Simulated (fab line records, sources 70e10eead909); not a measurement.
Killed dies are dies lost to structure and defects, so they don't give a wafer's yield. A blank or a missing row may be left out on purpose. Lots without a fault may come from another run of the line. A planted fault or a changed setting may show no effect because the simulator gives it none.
Chamber matching | flow nand_harc | NHARC_A_BLC_ETCH_16 on rie_diel-05: 4 sister chambers
The step etches the open film in CF4, target depth 39 nm, time 65 s. 14 wafers are shown with their chamber, then 7 later ones without.

WAFERS WITH THEIR CHAMBER
wafer  | chamber | drypump_motor_current_A (A) | rf_vpp_V (V) | run_length_s (s)
L823.1 | 3       | 6.4                         | 152.1        | 86.5
L823.3 | 0       | 5.8                         | 150.9        | 85.6
L823.5 | 3       | 6.4                         | 152.0        | 86.9
L825.1 | 1       | 5.9                         | 150.6        | 86.7
L825.2 | 2       | 6.2                         | 151.4        | 86.1
L825.3 | 0       | 5.8                         | 150.6        | 85.8
L827.4 | 2       | 6.2                         | 150.9        | 86.2
L827.5 | 2       | 6.2                         | 150.5        | 86.6
L827.6 | 3       | 6.3                         | 152.5        | 86.5
L828.3 | 0       | 5.8                         | 150.4        | 86.2
L828.4 | 1       | 5.9                         | 150.2        | 86.4
L828.6 | 1       | 5.9                         | 149.9        | 86.5
L831.1 | 0       | 5.8                         | 150.5        | 85.5
L831.3 | 2       | 6.2                         | 151.9        | 86.1

SIGNATURES (means of the wafers above)
reading                 | chamber 0 | chamber 1 | chamber 2 | chamber 3 | scatter within a chamber
drypump_motor_current_A | 5.800     | 5.900     | 6.200     | 6.367     | 0.0258
rf_vpp_V                | 150.600   | 150.233   | 151.175   | 152.200   | 0.404
run_length_s            | 85.775    | 86.533    | 86.250    | 86.633    | 0.247
Rule: a wafer's distance from a chamber is the root of the sum, over the readings, of the square of ((its reading less the chamber's mean) divided by the reading's scatter). The wafer belongs to the nearest chamber; if the next one is less than 2 further off, it can't be placed. The scatter: the root of (the sum of the squares of (reading less its chamber's mean) over the shown wafers, divided by (wafers less chambers)).

WAFERS WITHOUT THEIR CHAMBER
wafer  | drypump_motor_current_A (A) | rf_vpp_V (V) | run_length_s (s)
L831.5 | 6.4                         | 152.8        | 86.4
L833.2 | 6.2                         | 152.8        | 86.3
L833.3 | 5.8                         | 152.3        | 85.9
L833.5 | 5.8                         | 152.1        | 85.6
L835.4 | 5.9                         | 150.4        | 86.2
L830.4 | 5.9                         | 149.1        | 86.1
L834.6 | 6.2                         | 152.2        | 86.6

WHICH CHAMBER EACH WENT THROUGH
wafer  | from the rows above | in truth
L831.5 | 3                   | 3
L833.2 | 2                   | 2
L833.3 | 0                   | 0
L833.5 | 0                   | 0
L835.4 | 1                   | 1
L830.4 | 1                   | 1
L834.6 | 2                   | 2
Placed correctly: 7 of 7. Can't be placed from these rows: 0. Placed wrongly: 0.
